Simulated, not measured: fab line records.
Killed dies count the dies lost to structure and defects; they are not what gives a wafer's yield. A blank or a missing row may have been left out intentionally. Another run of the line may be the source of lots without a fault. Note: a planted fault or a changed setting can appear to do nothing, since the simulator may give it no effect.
fab line records    flow nand-harc
record: lots: 6  wafers: 18  last-day: 25
route steps=1159 shown A_WL_FILL@813 END@1159
lots that met no fault: taken from a fault-free run of the same line
start-h: hours from the record's first day to the start of the lot's first wafer shown    wait-h: hours elapsed since this lot's preceding step    " repeats the value in the row above    L1.1+2: a single row standing in for several wafers    - no value, or no start was given    * or withheld: withheld    < > ~ a bound
route shown NAME@n: a module of which the file shows steps, and the number in the route of the first    usual: mean and standard deviation over wafers with no fault    same: alike in all rows    chamber/n: place in a boat    sites: each site's reading    _std_site: how widely they spread, as a standard deviation    _edge_site: inner sites' mean taken away from outer sites' mean    radius-mm: how far each site lies from the wafer's centre    mask NAME#n: copy n    behind: the most recent tool/chamber to have shaped the wafer    hold: reason for holding the lot/hours on hold/outcome of the hold    device: which transistor (n, p or np) failed to switch    end of line: the route-end tests of the same wafers    where a step has no rows: the recipe by itself    killed: not the wafer's yield, but the dies lost to structure and defects at the first sort    map: per-die view of a wafer (x killed, . not killed, _ where there is no die)
set.NAME: the run value of the setting; set.NAME@STEP: its run value at that earlier step    model.NAME: the simulator's own value behind a step, which no gauge read
certain route steps with their lots: each step a table, each wafer a row
services: the hour from which a tool's chamber was out of use, counted from the record's first day as start-h (under 0 if before that day), plus the number of hours and why
== steps ==
step: NHARC_A_WL_FILL_CVD_03
recipe: target-thk-a: 400  temp-c: 300  pressure-torr: 40  wf6-flow-sccm: 40  h2-flow-sccm: 1600  ar-flow-sccm: 1560  time-s: 3302  material: W
usual: heater-power-w: 482/60  throttle-valve-pct: 7.75/0.26
lot.wafer  tool      chamber  start-h  wait-h  heater-power-w  throttle-valve-pct
L801.1     cvd-w-02  1        350.38   2.9     459             8.15
L801.3     "         1        "        "       459             8.02
L801.5     "         0        352.69   5.2     411             7.70
L806.1     cvd-w-01  1        397.00   0.1     554             7.79
L806.2     "         0        "        "       498             7.79
L806.3     "         1        "        "       583             7.58
L807.1     cvd-w-02  1        397.55   0.3     438             8.17
L807.4     "         0        398.96   1.7     408             7.38
L807.6     "         1        "        "       446             8.19
L811.2     cvd-w-01  1        402.71   3.0     570             7.70
L811.4     "         1        "        "       575             7.58
L811.3     "         0        "        "       490             7.92
L812.1     cvd-w-01  0        423.67   4.0     497             7.99
L812.4     "         1        425.09   5.4     547             7.61
L812.6     "         1        "        "       568             7.92
L818.3     cvd-w-02  0        464.47   2.7     412             7.58
L818.4     "         1        "        "       440             8.16
L818.6     "         0        "        "       410             7.72
step: NHARC_A_WL_FILL_ETCHBACK_04
recipe: target-depth-a: 600  time-s: 120  chemistry: NF3
usual: drypump-motor-current-A: 5.8/0.42  oes-product-au: 0.999/0.011  run-length-s: 141.2/0.47
lot.wafer  tool          chamber  start-h  wait-h  drypump-motor-current-A  oes-product-au  rf-hours-counter-h  run-length-s
L801.1     rie-metal-01  0        353.69   2.9     5.7                      1.004           0.3                 140.8
L801.3     "             1        "        "       5.8                      0.993           -                   141.2
L801.5     "             1        "        "       5.8                      0.987           -                   140.8
L806.2     rie-metal-03  1        400.34   2.4     6.0                      1.008           2.8                 141.1
L806.1     "             0        "        "       6.5                      1.002           3.2                 141.3
L806.3     "             1        "        "       6.0                      1.006           -                   141.5
L807.1     rie-metal-01  0        400.85   2.8     5.8                      1.004           1.8                 140.8
L807.4     "             0        "        "       5.7                      1.002           -                   140.7
L807.6     "             1        "        "       5.7                      1.004           -                   141.1
L811.2     rie-metal-02  1        406.01   2.8     5.5                      0.978           0.3                 141.0
L811.3     "             1        "        "       5.5                      0.982           -                   140.6
L811.4     "             0        "        "       5.1                      1.016           -                   142.4
L812.1     rie-metal-02  0        427.03   2.9     5.1                      1.011           1.4                 141.8
L812.4     "             0        "        "       5.1                      1.005           -                   142.4
L812.6     "             1        "        "       5.5                      0.988           -                   140.5
L818.3     rie-metal-01  0        466.91   2.0     5.7                      0.987           -                   140.8
L818.4     "             1        "        "       5.8                      1.004           -                   141.7
L818.6     "             0        "        "       5.7                      0.997           -                   141.0
step: NHARC_A_WL_FILL_ETCHBACK_05
recipe: target-depth-a: 220  time-s: 60  temp-c: 40  chemistry: Cl2/BCl3
step: NHARC_A_WL_FILL_STRIP_27
recipe: power-w: 1500  temp-c: 250  time-s: 20  chemistry: N2/H2
usual: drypump-motor-current-A: 5.9/0.33  heater-power-w: 324/23
lot.wafer  tool             chamber  start-h  wait-h  drypump-motor-current-A  heater-power-w  rf-hours-counter-h
L801.1     plasma-asher-01  1        354.07   0.1     5.9                      336             25
L801.3     "                0        "        "       6.4                      332             -
L801.5     "                1        "        "       5.9                      330             -
L806.2     plasma-asher-01  1        400.72   0.1     5.8                      330             51
L806.1     "                0        "        "       6.4                      344             51
L806.3     "                0        "        "       6.4                      341             -
L807.1     plasma-asher-02  0        401.23   0.1     5.5                      288             5
L807.4     "                1        "        "       5.9                      336             -
L807.6     "                0        "        "       5.5                      287             -
L811.2     plasma-asher-02  1        406.41   0.1     6.0                      340             7
L811.4     "                0        "        "       5.5                      289             -
L811.3     "                1        "        "       6.0                      341             -
L812.1     plasma-asher-01  1        427.41   0.1     5.9                      330             61
L812.4     "                0        "        "       6.4                      345             -
L812.6     "                0        "        "       6.4                      343             -
L818.3     plasma-asher-01  1        467.27   0.1     5.8                      324             -
L818.4     "                0        "        "       6.4                      356             -
L818.6     "                1        "        "       5.9                      330             -
step: NHARC_A_WL_FILL_STRIP_28
recipe: time-s: 1200  temp-c: 72.5  chemistry: post-etch-residue-remover
step: NHARC_A_WL_FILL_PRECLEAN_06
recipe: time-s: 300  chemistry: DIW
step: NHARC_A_WL_FILL_SRD_07
step: NHARC_A_WL_FILL_ANNEAL_08
recipe: temp-c: 450  time-s: 1800
step: NHARC_A_WL_FILL_ALD_10
recipe: target-thk-a: 500  pulse-time-s: 10  ald-cycles: 500  temp-c: 300  material: SiO2
step: NHARC_A_WL_FILL_ETCHBACK_16
recipe: target-depth-a: 880  time-s: 17.6  c4f8-flow-sccm: withheld  o2-flow-sccm: 8  ar-flow-sccm: withheld  rf-w: 600  bias-w: 800  chemistry: C4F8/O2/Ar
usual: oes-product-au: 0.98/0.035  rf-vpp-V: 722.4/2.7  run-length-s: 38.9/0.38
lot.wafer  tool         chamber  start-h  wait-h  oes-product-au  rf-hours-counter-h  rf-vpp-V  run-length-s
L801.1     rie-diel-01  2        -        -       0.99            1.4                 719.8     38.8
L801.3     "            0        "        "       1.00            1.7                 724.4     39.1
L801.5     "            3        "        "       0.99            -                   720.5     38.3
L806.1     rie-diel-08  0        -        -       0.93            6.7                 724.9     39.4
L806.3     "            1        "        "       0.93            7.1                 720.9     39.2
L806.2     "            2        "        "       0.92            6.6                 723.7     39.0
L807.4     rie-diel-01  0        -        -       1.01            4.2                 725.5     39.4
L807.1     "            1        "        "       1.00            3.7                 720.6     39.6
L807.6     "            0        "        "       1.03            -                   722.7     38.9
L811.4     rie-diel-04  3        -        -       1.00            3.0                 722.7     38.2
L811.2     "            1        "        "       1.01            3.0                 724.5     38.7
L811.3     "            2        "        "       1.02            2.9                 727.3     38.8
L812.1     rie-diel-08  3        -        -       1.01            7.4                 721.4     38.9
L812.4     "            2        "        "       0.99            7.7                 723.7     38.3
L812.6     "            3        "        "       1.01            -                   722.1     39.1
L818.3     rie-diel-08  3        -        -       1.02            9.8                 719.9     39.8
L818.4     "            0        "        "       1.01            10.6                724.7     39.1
L818.6     "            2        "        "       1.01            -                   723.5     38.6
step: NHARC_A_WL_FILL_STRIP_29
recipe: time-s: 20  o2-flow-sccm: 500  ar-flow-sccm: 0  bias-w: 0  chemistry: O2
usual: drypump-motor-current-A: 5.6/0.46  oes-product-au: 1.005/0.0086  rf-vpp-V: 57.6/0.84  showerhead-plenum-p-Torr: 3.50/0.09  throttle-valve-pct: 17.037/0.0085
lot.wafer  tool         chamber  start-h  wait-h  drypump-motor-current-A  oes-product-au  rf-hours-counter-h  rf-vpp-V  showerhead-plenum-p-Torr  throttle-valve-pct
L801.1     rie-diel-01  2        363.80   0.1     5.3                      1.002           1.4                 56.1      3.42                      17.050
L801.3     "            0        "        "       5.2                      1.014           1.7                 58.1      3.57                      17.041
L801.5     "            2        "        "       5.2                      0.998           -                   58.0      3.42                      17.039
L806.3     rie-diel-08  0        410.94   0.1     5.7                      1.006           6.7                 56.5      3.62                      17.048
L806.2     "            1        "        "       5.3                      0.997           7.1                 56.6      3.42                      17.041
L806.1     "            2        "        "       5.6                      0.996           6.6                 57.1      3.54                      17.034
L807.4     rie-diel-01  3        414.09   0.1     5.3                      0.983           4.1                 57.9      3.46                      17.044
L807.1     "            1        "        "       6.3                      0.994           3.7                 56.6      3.46                      17.035
L807.6     "            0        "        "       5.1                      1.010           -                   59.0      3.57                      17.035
L811.4     rie-diel-04  1        418.09   0.1     6.3                      1.011           3.0                 56.6      3.60                      17.043
L811.2     "            3        "        "       5.5                      0.993           3.0                 58.3      3.53                      17.031
L811.3     "            0        "        "       5.2                      1.009           3.2                 57.3      3.32                      17.028
L812.1     rie-diel-08  1        440.26   0.1     5.3                      0.996           8.4                 59.1      3.42                      17.032
L812.4     "            3        "        "       6.5                      1.010           7.4                 56.8      3.44                      17.038
L812.6     "            1        "        "       5.4                      1.000           -                   57.8      3.42                      17.029
L818.4     rie-diel-08  3        475.66   0.1     6.5                      1.011           9.8                 57.7      3.44                      17.019
L818.3     "            1        "        "       5.4                      1.001           10.8                57.8      3.42                      17.035
L818.6     "            3        "        "       6.6                      1.013           -                   57.3      3.44                      17.047
step: NHARC_A_WL_FILL_ETCHBACK_17
recipe: target-depth-a: 40  time-s: 26.7  chemistry: Cl2/BCl3
usual: drypump-motor-current-A: 5.8/0.41  oes-product-au: 1.000/0.01  run-length-s: 47.9/0.48
lot.wafer  tool          chamber  start-h  wait-h  drypump-motor-current-A  oes-product-au  rf-hours-counter-h  run-length-s
L801.1     rie-metal-01  1        363.88   -       5.8                      0.984           0.8                 48.1
L801.3     "             1        "        "       5.8                      0.986           -                   47.5
L801.5     "             0        "        "       5.7                      1.002           -                   47.9
L806.1     rie-metal-03  0        411.02   -       6.5                      1.011           3.7                 48.1
L806.2     "             1        "        "       6.0                      1.005           3.3                 47.5
L806.3     "             0        "        "       6.5                      1.001           -                   47.9
L807.1     rie-metal-03  1        414.19   -       6.0                      1.008           3.3                 40.0
L807.4     "             1        "        "       6.1                      0.996           -                   39.7
L807.6     "             1        "        "       6.1                      1.002           -                   39.6
L811.2     rie-metal-03  0        418.19   -       6.5                      1.007           3.8                 48.5
L811.3     "             1        "        "       6.0                      0.999           -                   39.9
L811.4     "             0        "        "       6.5                      1.011           -                   47.8
L812.1     rie-metal-02  1        440.34   -       5.5                      1.000           1.8                 47.2
L812.4     "             0        "        "       5.1                      1.018           -                   48.6
L812.6     "             1        "        "       5.5                      0.994           -                   47.2
L818.3     rie-metal-01  0        475.79   -       5.7                      0.997           -                   47.4
L818.4     "             1        "        "       5.8                      1.015           -                   47.9
L818.6     "             0        "        "       5.7                      0.990           -                   47.2
step: NHARC_A_WL_FILL_PRECLEAN_18
recipe: time-s: 30  chemistry: dHF
step: NHARC_END_SORT_01
recipe: temp-c: 25
usual: killed-at-array: 28/9.1  killed-at-other: 0.6/0.87  killed-at-periphery: 3.4/2.7  killed-dies: 32/9  killed-open: 3.2/1.9  killed-short: 2.0/1.3
same: gross-dies: 677
lot.wafer  tool       chamber  start-h  wait-h  killed-at-array  killed-at-other  killed-at-periphery  killed-dies  killed-open  killed-short
L801.1     prober-02  0        467.57   2.4     24               3                12                   39           3            2
L801.3     prober-02  0        469.19   3.1     17               1                12                   30           3            1
L801.5     prober-02  0        470.80   3.7     18               1                4                    23           3            0
L806.1     prober-02  0        502.02   2.5     25               0                0                    25           2            0
L806.2     prober-02  0        502.83   2.8     32               0                0                    32           8            0
L806.3     prober-02  0        503.64   3.1     22               0                1                    23           2            2
L811.2     prober-02  0        518.43   2.8     29               1                3                    33           4            3
L811.3     prober-02  0        519.24   3.1     31               0                3                    34           3            1
L811.4     prober-02  0        520.05   3.4     23               1                5                    29           7            1
L807.1     prober-02  0        533.32   2.5     26               0                4                    30           4            3
L807.4     prober-02  0        535.69   3.4     33               1                6                    40           5            1
L807.6     prober-02  0        537.28   4.0     36               1                3                    40           7            2
L812.1     prober-02  0        556.80   2.5     21               0                11                   32           3            2
L812.4     prober-02  0        559.17   3.4     19               3                12                   34           2            2
L812.6     prober-02  0        560.76   4.0     17               2                8                    27           2            4
L818.3     prober-01  0        596.87   3.1     11               0                3                    14           0            1
L818.4     prober-01  0        597.67   3.4     15               2                2                    19           2            4
L818.6     prober-01  0        599.27   4.0     18               0                0                    18           4            1
killed by level:class
L801.1 P_M2:chamber-film-flake=10 A_SLIT:chamber-film-flake=10 A_CHANNEL_HOLE_D1:chamber-film-flake=4 P_ZERO_WELL:chamber-film-flake=2 A_ZERO_WELL:chamber-film-flake=2 A_WL_FILL:chamber-film-flake=2 A_CONTACT:chamber-film-flake=2 THIN_TSV:chamber-film-flake=2
L801.3 P_M2:chamber-film-flake=7 A_SLIT:chamber-film-flake=5 A_CHANNEL_HOLE_D1:chamber-film-flake=3 A_WL_FILL:chamber-film-flake=3 P_GATE:chamber-film-flake=2 A_CONTACT:chamber-film-flake=2 P_M1:geometric-particle:open=1 P_M2:geometric-particle:open=1
L801.5 A_SLIT:chamber-film-flake=11 A_CHANNEL_HOLE_D1:chamber-film-flake=4 P_M2:chamber-film-flake=3 P_M0:geometric-particle:open=1 A_SGD_CUT:geometric-particle:open=1 A_CONTACT:geometric-particle:open=1 A_STAIRCASE:chamber-film-flake=1 THIN_TSV:chamber-film-flake=1
L806.1 A_STAIRCASE:chamber-film-flake=10 A_CHANNEL_HOLE_D1:chamber-film-flake=7 A_CONTACT:chamber-film-flake=6 A_ONON_D1:geometric-particle:open=1 A_SGD_CUT:geometric-particle:open=1
L806.2 A_CHANNEL_HOLE_D1:chamber-film-flake=9 A_STAIRCASE:chamber-film-flake=8 A_CONTACT:chamber-film-flake=4 A_M0:geometric-particle:open=3 A_SLIT:chamber-film-flake=3 A_BLC:geometric-particle:open=2 A_ONON_D1:geometric-particle:open=1 A_CHANNEL_FILL_D1:geometric-particle:open=1
L806.3 A_CHANNEL_HOLE_D1:chamber-film-flake=8 A_STAIRCASE:chamber-film-flake=7 A_CONTACT:chamber-film-flake=3 P_M1:geometric-particle:short=1 A_ONON_D1:geometric-particle:open=1 A_CONTACT:geometric-particle:open=1 A_M0:geometric-particle:short=1 A_WL_FILL:chamber-film-flake=1
L811.2 A_SLIT:chamber-film-flake=11 A_CHANNEL_HOLE_D1:chamber-film-flake=4 A_CONTACT:chamber-film-flake=4 A_WL_FILL:chamber-film-flake=3 A_CONTACT:geometric-particle:open=2 A_STAIRCASE:chamber-film-flake=2 P_CONTACT:geometric-particle:open=1 P_M1:geometric-particle:open=1
L811.3 A_SLIT:chamber-film-flake=17 A_CONTACT:chamber-film-flake=5 A_CHANNEL_HOLE_D1:chamber-film-flake=4 P_GATE:chamber-film-flake=2 A_STAIRCASE:chamber-film-flake=2 P_M2:geometric-particle:open=1 A_CHANNEL_FILL_D1:geometric-particle:short=1 A_SGD_CUT:geometric-particle:open=1
L811.4 A_SLIT:chamber-film-flake=9 A_STAIRCASE:chamber-film-flake=4 P_GATE:chamber-film-flake=3 A_CONTACT:chamber-film-flake=3 A_CHANNEL_HOLE_D1:chamber-film-flake=2 P_GATE:geometric-particle:open=1 P_M1:geometric-particle:open=1 A_SOURCE_PLATE:geometric-particle:open=1
L807.1 A_SLIT:chamber-film-flake=12 A_CHANNEL_HOLE_D1:chamber-film-flake=6 A_STAIRCASE:chamber-film-flake=2 P_M0:geometric-particle:short=1 P_M1:geometric-particle:open=1 A_CHANNEL_FILL_D1:geometric-particle:short=1 A_SLIT:geometric-particle:short=1 A_CONTACT:geometric-particle:open=1
L807.4 A_SLIT:chamber-film-flake=22 A_CHANNEL_HOLE_D1:chamber-film-flake=3 P_M0:geometric-particle:open=2 A_CHANNEL_FILL_D1:chamber-film-flake=2 P_ZERO_WELL:chamber-film-flake=2 A_CHANNEL_HOLE_D1:geometric-particle:open=1 A_CHANNEL_FILL_D1:geometric-particle:open=1 A_SGD_CUT:geometric-particle:short=1
L807.6 A_SLIT:chamber-film-flake=21 A_CHANNEL_HOLE_D1:chamber-film-flake=4 P_CONTACT:geometric-particle:open=2 A_CONTACT:geometric-particle:open=2 A_STAIRCASE:chamber-film-flake=2 A_CONTACT:chamber-film-flake=2 P_M1:geometric-particle:open=1 A_CHANNEL_FILL_D1:geometric-particle:open=1
L812.1 A_CONTACT:chamber-film-flake=7 P_M0:chamber-film-flake=5 A_CHANNEL_HOLE_D1:chamber-film-flake=4 A_STAIRCASE:chamber-film-flake=4 A_WL_FILL:geometric-particle:short=2 P_STI:chamber-film-flake=2 A_ZERO_WELL:chamber-film-flake=2 P_GATE:geometric-particle:open=1
L812.4 A_CHANNEL_HOLE_D1:chamber-film-flake=9 P_M0:chamber-film-flake=5 A_CONTACT:chamber-film-flake=4 P_GATE:chamber-film-flake=3 A_STAIRCASE:chamber-film-flake=3 THIN_TSV:chamber-film-flake=3 P_M2:geometric-particle:short=1 A_ONON_D1:geometric-particle:open=1
L812.6 A_CHANNEL_HOLE_D1:chamber-film-flake=5 A_CONTACT:chamber-film-flake=5 P_M0:chamber-film-flake=4 P_BONDPAD:chamber-film-flake=2 A_ONON_D1:geometric-particle:short=1 A_CHANNEL_HOLE_D1:geometric-particle:short=1 A_CHANNEL_FILL_D1:geometric-particle:short=1 A_CHANNEL_FILL_D1:geometric-particle:open=1
L818.3 A_CHANNEL_HOLE_D1:chamber-film-flake=6 A_CONTACT:chamber-film-flake=4 P_GATE:chamber-film-flake=2 A_WL_FILL:geometric-particle:short=1 P_STI:chamber-film-flake=1
L818.4 A_CHANNEL_HOLE_D1:chamber-film-flake=6 THIN_TSV:chamber-film-flake=2 P_M0:geometric-particle:short=1 A_SOURCE_PLATE:geometric-particle:short=1 A_ONON_D1:geometric-particle:short=1 A_CHANNEL_FILL_D1:geometric-particle:short=1 A_WL_FILL:geometric-particle:open=1 A_CONTACT:geometric-particle:open=1
L818.6 A_CHANNEL_HOLE_D1:chamber-film-flake=10 A_CONTACT:chamber-film-flake=2 A_CHANNEL_HOLE_D1:geometric-particle:open=1 A_WL_FILL:geometric-particle:short=1 A_WL_FILL:geometric-particle:open=1 A_CONTACT:geometric-particle:open=1 A_M0:geometric-particle:open=1 A_STAIRCASE:chamber-film-flake=1
== services ==
tool             chamber  start-h  hours  kind
rie-diel-04      -        331.96   0.3    repair
rie-metal-01     -        332.00   9.0    pm
rie-diel-08      0        335.30   -      clean
rie-diel-08      1        335.30   -      clean
rie-diel-08      2        335.30   -      clean
rie-diel-01      -        342.49   0.3    repair
plasma-asher-02  -        349.56   30.3   repair
rie-diel-04      1        363.92   5.9    repair
rie-metal-03     1        364.47   3.0    repair
cvd-w-02         -        378.46   13.0   pm
plasma-asher-02  -        379.91   9.0    pm
rie-metal-02     -        390.03   9.0    pm
rie-diel-01      1        394.72   2.4    repair
rie-diel-04      -        404.41   1.9    repair
rie-diel-08      2        405.79   2.6    repair
rie-metal-03     0        413.35   2.3    repair
rie-metal-03     0        420.70   26.0   repair
rie-diel-04      1        430.49   14.9   repair
rie-metal-03     -        453.00   9.0    pm
plasma-asher-01  -        453.60   9.0    pm
rie-diel-04      2        458.16   1.5    repair
rie-metal-03     1        462.35   47.6   repair
rie-diel-04      -        465.90   9.0    pm
cvd-w-01         -        474.47   13.0   pm
== key ==
first-sign: step: NHARC_A_WL_FILL_ETCHBACK_17  reading: run-length-s  direction: down  sigmas: 17  usual: *  struck: *
effect none on later readings
met-at NHARC_A_WL_FILL_ETCHBACK_17
struck-wafers L807.1,L807.4,L807.6,L811.3
tester-left-out L807,L811
onset-between 411.02 414.19
fault: kind: process-parameter-drift  tool: rie-metal-03  chamber: 1  onset-h: 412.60  steps: NHARC_A_WL_FILL_ETCHBACK_17  channel: time-s  offset: *  shape: step  end-h: 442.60  acts-in: *  stated: *
tester-left-out: of these lots the tester's yield and bins aren't shown, on N5 and GAA mostly nor the transistor test; their killed dies are dies lost to structure and defects alone, not to doping, threshold or leakage, so they don't give the yield
